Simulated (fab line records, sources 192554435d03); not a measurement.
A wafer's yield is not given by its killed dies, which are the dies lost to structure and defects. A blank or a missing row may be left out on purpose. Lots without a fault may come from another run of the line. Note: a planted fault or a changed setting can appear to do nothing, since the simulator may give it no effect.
Struck lot and sound lot, side by side :: flow n5Finfet :: 19 out of 1938 route steps
Sound: wafers L600.2, L600.3, L600.6. Wafers struck: L587.1, L587.3, L587.5. At the end, the cause is stated.
Each step with rows lists, per side, the tool, then ch with its chambers, then its first start. Under that, the readings that differ: sound wafers :: struck wafers :: difference of the means :: sigmas: that difference in standard deviations of wafers without a fault.
alike: readings whose means differ by less than 2 such deviations, and words and numbers that are the same on both sides. not compared: withheld readings, readings that some wafer has no value for, bounds like >300 that may hide the same value, and numbers for which the record gives no deviation and whose values overlap.
A row with sigmas, a row that says differs or no value, or rows on one side alone: a step with any of these is where the two part. When numbers do not overlap yet have no deviation, they are printed without sigmas and do not part them. Lack of a reading on every wafer of one side parts them only where that side has two or more wafers.

first, 9 steps without rows for these wafers: N5_SD_EPI_N_COAT_33 (time 60 s, resist thk 35 nm); N5_SD_EPI_N_COAT_03 (resist thk 150 nm); N5_SD_EPI_N_EBR_05; N5_SD_EPI_N_SOFTBAKE_04 (time 60 s); N5_SD_EPI_N_EXPOSE_06 (exposes mask SD N BLK, target cd 120 nm); N5_SD_EPI_N_PEB_07 (peb time 60 s); N5_SD_EPI_N_DEVELOP_08 (develop time 30 s); N5_SD_EPI_N_DESCUM_14 (chemistry O2, time 7.9 s); N5_SD_EPI_N_ETCH_34 (etches SiARC in CF4, target depth 45.5 nm, time 75.8 s).
N5_SD_EPI_N_ETCH_35: etches SOC in N2/H2, overetch 108 nm, time 486 s.
  sound on rieDiel-05 ch 2,3, day 8 09:19; struck on rieDiel-05 ch 0,2,3, day 4 23:08
  no value came back on the struck wafers for any of 8 readings (biasW (W), chamberPressureMTorr (mTorr) and others); on the sound wafers biasW (W) reads 132.3 132.9 132.4
reading: model.CAR-ArF-block_of_SD_EPI_N_COAT_03.thkNm (nm)
sound: 0 0 0
struck: 111.2 110.4 111.4
difference: +111.0
sigmas: 

reading: model.SiARC_of_SD_EPI_N_COAT_33.thkNm (nm)
sound: 20 19.2 20.2
struck: 35 35 34.8
difference: +15
sigmas: 
  not compared: rfHoursCounterH, model.SD_EPI_N.cdNm
then, 1 step without rows for these wafers: N5_SD_EPI_N_STRIP_36 (strips in N2/H2).
N5_SD_EPI_N_ETCHBACK_44: etches SiNx in CH3F/O2, stops on SiO2, target depth 14.5 nm.
  sound on rieDiel-05 ch 2,3, day 8 09:38; struck on rieDiel-05 ch 0,2,3, day 4 23:28
reading: oesProductAu (a.u.)
sound: 0.62 0.73 0.62
struck: 0.34 0.27 0.28
difference: -0.36
sigmas: -5
  alike: drypumpMotorCurrentA, rfVppV, showerheadPlenumPTorr, throttleValvePct
  not compared: rfHoursCounterH
then, 1 step without rows for these wafers: N5_SD_EPI_N_ETCH_45 (etches SiOCN in CH3F/O2, target depth 6 nm).
N5_SD_EPI_N_ETCH_16: etches SiO2 in CHF3/O2, target depth 5 nm.
  sound on rieDiel-05 ch 2,3, day 8 09:50; struck on rieDiel-05 ch 0,2,3, day 4 23:40
reading: model.SiARC_of_SD_EPI_N_COAT_33.thkNm (nm)
sound: 12.8 11.4 12.8
struck: 27.2 27.6 27.6
difference: +15.1
sigmas: 
  alike: CHF3_flow_sccm, O2_flow_sccm, drypumpMotorCurrentA, oesProductAu, rfVppV, showerheadPlenumPTorr, throttleValvePct
  not compared: rfHoursCounterH
then, 1 step without rows for these wafers: N5_SD_EPI_N_STRIP_47 (strips in CHF3/O2).
N5_SD_EPI_N_SD_RECESS_17: chemistry HBr/Cl2/O2, target depth 41 nm, time 23.7 s, bt time 3 s.
  sound on rieSi-04 ch 0,1,2, day 8 09:55; struck on rieSi-06 ch 0,1,3, day 4 23:44
  alike: drypumpMotorCurrentA, mfcCl2Sccm, oesProductAu, throttleValvePct
  not compared: rfHoursCounterH, model.SD_EPI_N.cdNm
then, 1 step without rows for these wafers: N5_SD_EPI_N_STRIP_38 (strips in N2/H2).
N5_BEOL_M4_RC_MEAS_101:
  the record has rows for the sound wafers here (prober-02 ch 0, day 14 00:50) and none for the struck ones
-- here the record skips 9 days between the struck wafers' starts before and after, leaving off in module BEOL_M4 and picking up in module PASSIVATION (first step shown: number 1936 of the route) --
N5_PASSIVATION_PROBE_49:
  sound: prober-02 at day 18 18:12; struck: prober-02 at day 13 23:43
reading: defectLimitedYield (%)
sound: 92.3 92.3 92.5
struck: 0 0 0
difference: -92
sigmas: -66

reading: killedAtFrontEnd
sound: 33 27 37
struck: 1135 1111 1114
difference: +1088
sigmas: +99

reading: killedDies
sound: 91 91 88
struck: 1180 1180 1180
difference: +1090
sigmas: +64

reading: killedOnRim
sound: 12 11 15
struck: 152 152 152
difference: +139
sigmas: +36

reading: sort_bin_5_function (%)
sound: 5.4 4.6 4.8
struck: 96.6 96.3 95.6
difference: +91.2
sigmas: +91

reading: sortNPass
sound: 1089 1089 1092
struck: 0 0 0
difference: -1090
sigmas: -57

reading: sortYieldPct (%)
sound: 92.3 92.3 92.5
struck: 0 0 0
difference: -92
sigmas: -58
  alike: killed_at_M0_to_M3, killed_at_M4_up, killedAtContacts, killedAtOther, killedOpen, killedShort, sort_bin_6_memory

== WHERE THEY PART ==
First at N5_SD_EPI_N_ETCH_35; last, within this record, at N5_PASSIVATION_PROBE_49.

WHY: what the simulator had put in
Step skipped in full: rieDiel-05, at N5_SD_EPI_N_ETCH_35, from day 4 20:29 onward. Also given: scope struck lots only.
